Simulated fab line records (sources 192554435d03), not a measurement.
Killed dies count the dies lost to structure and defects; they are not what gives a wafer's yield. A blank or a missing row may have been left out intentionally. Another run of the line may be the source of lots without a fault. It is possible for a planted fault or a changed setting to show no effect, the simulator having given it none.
Which tool did it?    flow n5_finfet    8 lots with 24 wafers sampled at 6 steps, on a route of 1938 steps

== WHAT EACH GAUGE READ, for each wafer ==
N5_BEOL_M1_CD_MEAS_18: pitch 36 nm, target cd 18 nm.
lot   measured      on         cd_nm (nm)
L258  day 6 19:55   cd_sem-03  18.6 17.1 18.0
L262  day 7 22:40   cd_sem-01  18.2 17.1 17.6
L266  day 8 20:53   cd_sem-01  18.2 18.2 18.2
L271  day 10 02:13  cd_sem-01  17.7 17.8 18.5
L272  day 10 05:55  cd_sem-01  17.8 18.1 18.0
L273  day 11 10:44  cd_sem-02  18.4 17.7 17.5
L275  day 11 12:41  cd_sem-03  18.1 18.0 17.9
L277  day 11 16:35  cd_sem-02  18.0 17.0 17.8

N5_BEOL_M1_OCD_MEAS_38.
lot   measured      on      trench_depth_nm (nm)
L258  day 6 23:14   ocd-02  57.1 56.2 57.1
L262  day 8 02:16   ocd-02  55.3 52.8 54.7
L266  day 9 02:23   ocd-02  54.0 55.3 55.4
L271  day 10 07:17  ocd-02  69.0 55.9 53.3
L272  day 10 08:07  ocd-02  56.2 55.2 69.4
L273  day 11 12:17  ocd-01  55.7 55.9 55.0
L275  day 11 15:55  ocd-02  56.6 56.6 56.1
L277  day 12 02:29  ocd-02  55.8 56.4 55.9

N5_BEOL_M4_RC_MEAS_101.
lot   measured      on         DIBL_N (mV/V)   DIBL_P (mV/V)   IOFF_N (nA/um)  IOFF_P (nA/um)  ION_N (uA/um)  ION_P (uA/um)  SS_N (mV/dec)   SS_P (mV/dec)   VT_N (mV)    VT_P (mV)
L258  day 9 05:10   prober-01  35.7 36.3 37.7  36.9 38.2 40.2  0.18 0.17 0.23  0.19 0.19 0.24  677 667 700    453 456 467    71.6 71.6 72.0  73.4 73.1 73.6  243 253 244  -254 -253 -250
L262  day 9 11:29   prober-02  37.2 34.5 38.6  36.0 33.0 38.7  0.17 0.13 0.20  0.22 0.18 0.26  678 658 677    465 457 469    72.8 71.3 72.6  73.9 72.6 73.6  248 250 246  -248 -250 -246
L266  day 10 16:55  prober-02  34.7 41.5 35.7  34.0 41.0 35.2  0.14 0.31 0.15  0.24 0.40 0.25  676 701 664    480 489 473    70.9 72.6 70.8  73.9 74.7 72.8  251 239 253  -245 -237 -245
L271  day 11 15:13  prober-02  38.0 38.0 34.9  35.6 37.6 31.6  0.16 0.18 0.12  0.18 0.21 0.13  675 678 662    453 454 448    71.6 72.3 71.6  73.2 73.6 72.1  249 249 254  -254 -251 -256
L272  day 11 20:49  prober-02  38.1 40.9 38.4  35.3 38.5 35.4  0.18 0.22 0.16  0.24 0.30 0.23  688 693 669    475 478 459    72.0 72.2 71.9  73.1 74.1 73.5  249 243 252  -246 -244 -248
L273  day 12 20:48  prober-02  34.6 30.4 39.2  34.2 29.0 40.9  0.13 0.08 0.25  0.19 0.12 0.31  664 636 695    457 441 474    70.7 69.9 71.6  73.0 71.5 74.1  252 259 242  -251 -257 -244
L275  day 13 05:25  prober-02  38.8 37.5 37.8  40.2 39.5 38.9  0.22 0.20 0.18  0.29 0.29 0.25  696 696 679    472 480 466    72.0 72.4 72.2  74.7 74.3 74.3  247 245 249  -244 -244 -245
L277  day 13 10:34  prober-01  33.4 37.3 35.5  34.3 39.2 37.2  0.12 0.20 0.15  0.17 0.25 0.22  671 687 670    460 468 466    70.6 71.6 71.4  73.1 73.7 73.1  256 246 251  -255 -250 -250

== TOOL THAT RAN EACH LOT (tool first, then ch and the chambers of the sampled wafers, then the start) ==
lot   N5_BEOL_M1_ETCH_70                  N5_BEOL_M1_TRENCH_ETCH_37           N5_BEOL_M1_ETCH_41
L258  rie_diel-02 ch 0,2, day 6 22:53     rie_diel-02 ch 0,2, day 6 23:05     rie_diel-02 ch 0,2, day 6 23:14 or earlier
L262  rie_diel-03 ch 1,2, day 8 01:55     rie_diel-03 ch 1,2, day 8 02:07     rie_diel-03 ch 1,2, day 8 02:16 or earlier
L266  rie_diel-02 ch 1,2,3, day 9 02:02   rie_diel-02 ch 1,2,3, day 9 02:14   rie_diel-02 ch 1,2,3, day 9 02:23 or earlier
L271  rie_diel-02 ch 0,1,2, day 10 06:56  rie_diel-02 ch 0,1,2, day 10 07:08  rie_diel-02 ch 0,1,2, day 10 07:17 or earlier
L272  rie_diel-02 ch 0,2,3, day 10 07:46  rie_diel-02 ch 0,2,3, day 10 07:58  rie_diel-02 ch 0,2,3, day 10 08:07 or earlier
L273  rie_diel-01 ch 0,1,2, day 11 11:56  rie_diel-01 ch 0,1,2, day 11 12:08  rie_diel-01 ch 0,1,2, day 11 12:17 or earlier
L275  rie_diel-01 ch 0,2, day 11 15:33    rie_diel-01 ch 0,2, day 11 15:45    rie_diel-01 ch 0,2, day 11 15:55 or earlier
L277  rie_diel-01 ch 0,1,2, day 12 02:08  rie_diel-01 ch 0,1,2, day 12 02:20  rie_diel-01 ch 0,1,2, day 12 02:29 or earlier
- N5_BEOL_M1_ETCH_70: etches SOC in N2/H2, target depth 80 nm, overetch 16 nm, time 120 s.
- N5_BEOL_M1_TRENCH_ETCH_37: etches SiOC in C4F6/O2, target depth 55.207 nm, time 29 s.
- N5_BEOL_M1_ETCH_41: etches SiCN in CH3F/O2, target depth 31.9 nm, time 57.8 s.

== WHAT THE TOOLS THEMSELVES READ (means of the sampled wafers that have a number; where no wafer has one, the mark that the record gives instead) ==
N5_BEOL_M1_ETCH_70.
lot   tool         drypump_motor_current_A (A)  oes_product_au (a.u.)  rf_fwd_power_W (W)  rf_vpp_V (V)  showerhead_plenum_p_Torr (Torr)  throttle_valve_pct (%)
L258  rie_diel-02  6.0                          0.55                   838                 525.4         2.64                             18.15
L262  rie_diel-03  6.2                          0.56                   835                 523.4         2.52                             17.78
L266  rie_diel-02  5.8                          0.55                   838                 523.0         2.52                             18.21
L271  rie_diel-02  5.9                          0.62                   836                 523.9         2.56                             17.96
L272  rie_diel-02  5.9                          0.61                   837                 525.0         2.59                             18.06
L273  rie_diel-01  5.4                          0.63                   836                 524.9         2.57                             17.88
L275  rie_diel-01  5.4                          0.60                   832                 525.2         2.60                             18.17
L277  rie_diel-01  5.4                          0.62                   834                 524.5         2.57                             17.90

N5_BEOL_M1_TRENCH_ETCH_37.
lot   tool         drypump_motor_current_A (A)  oes_ar_750_au (a.u.)  oes_f_703_au (a.u.)  oes_o_777_au (a.u.)  oes_product_au (a.u.)  rf_fwd_power_W (W)  rf_vpp_V (V)  showerhead_plenum_p_Torr (Torr)  throttle_valve_pct (%)
L258  rie_diel-02  5.9                          0.72                  0.73                 0.74                 0.72                   350.3               685           2.91                             20.93
L262  rie_diel-03  6.2                          0.73                  0.74                 0.75                 0.72                   347.8               667           2.83                             20.89
L266  rie_diel-02  5.8                          0.72                  0.71                 0.72                 0.71                   352.1               664           2.83                             21.17
L271  rie_diel-02  5.9                          0.92                  1.06                 1.06                 0.86                   421.6               616           2.85                             20.90
L272  rie_diel-02  5.9                          0.89                  1.04                 1.02                 0.85                   421.8               635           2.88                             20.93
L273  rie_diel-01  5.4                          0.83                  0.85                 0.85                 0.83                   350.0               650           2.86                             20.75
L275  rie_diel-01  5.3                          0.79                  0.80                 0.79                 0.79                   349.0               671           2.88                             20.99
L277  rie_diel-01  5.4                          0.82                  0.84                 0.84                 0.82                   350.3               650           2.86                             20.76

N5_BEOL_M1_ETCH_41.
lot   tool         CH3F_flow_sccm (sccm)  drypump_motor_current_A (A)  oes_product_au (a.u.)  rf_fwd_power_W (W)  rf_vpp_V (V)  showerhead_plenum_p_Torr (Torr)  throttle_valve_pct (%)
L258  rie_diel-02  30.07                  5.9                          0.72                   391.0               298.4         2.06                             16.44
L262  rie_diel-03  30.13                  6.2                          0.73                   390.3               296.8         1.99                             16.39
L266  rie_diel-02  30.09                  5.8                          0.72                   391.6               297.5         1.99                             16.62
L271  rie_diel-02  30.03                  5.9                          0.81                   392.3               297.0         2.01                             16.36
L272  rie_diel-02  30.02                  5.9                          0.81                   391.3               297.8         2.02                             16.38
L273  rie_diel-01  29.97                  5.4                          0.83                   391.8               297.8         2.01                             16.22
L275  rie_diel-01  29.93                  5.3                          0.79                   391.1               297.2         2.03                             16.45
L277  rie_diel-01  30.05                  5.4                          0.82                   389.5               297.6         2.01                             16.23

== THE ANSWER, worked out from the rows above alone ==
Rule: what is usual is taken from the lots themselves. Put in order of their means at a reading, lots are off if they are a third of the lots or fewer, leave a main group of 4 or more, and stand apart from it by a gap of 3 or more times the standard deviation of the main group's means; of several such gaps the widest counts. A main group is skipped when, at the precision printed for the reading in the tables above, its means are all equal. A lot without any number at a reading at which 4 lots or more have one is off too. The other lots that the step has rows for count as sound. After the gauges, taken in route order, come the tools' own readings; for these a lot's mean is taken, as printed above. The first step at which some lot is off is used, and at that step the reading that is off furthest; a lot without a number counts as furthest.
Off: L271, L272, at N5_BEOL_M1_TRENCH_ETCH_37 (rf_fwd_power_W). Mean 349.9 W and standard deviation 1.3 in the main group.
If a tool, at that step or one of the process steps before it, ran each lot that is off and ran no sound lot following the first of them, it fits. One fits: N5_BEOL_M1_ETCH_70 and N5_BEOL_M1_TRENCH_ETCH_37 on rie_diel-02. At N5_BEOL_M1_ETCH_70 its last sound lot is L266 (day 9 02:02), its first lot that is off L271 (day 10 06:56): a fault that began between those two fits.

== WHAT THE SIMULATOR PUT IN ==
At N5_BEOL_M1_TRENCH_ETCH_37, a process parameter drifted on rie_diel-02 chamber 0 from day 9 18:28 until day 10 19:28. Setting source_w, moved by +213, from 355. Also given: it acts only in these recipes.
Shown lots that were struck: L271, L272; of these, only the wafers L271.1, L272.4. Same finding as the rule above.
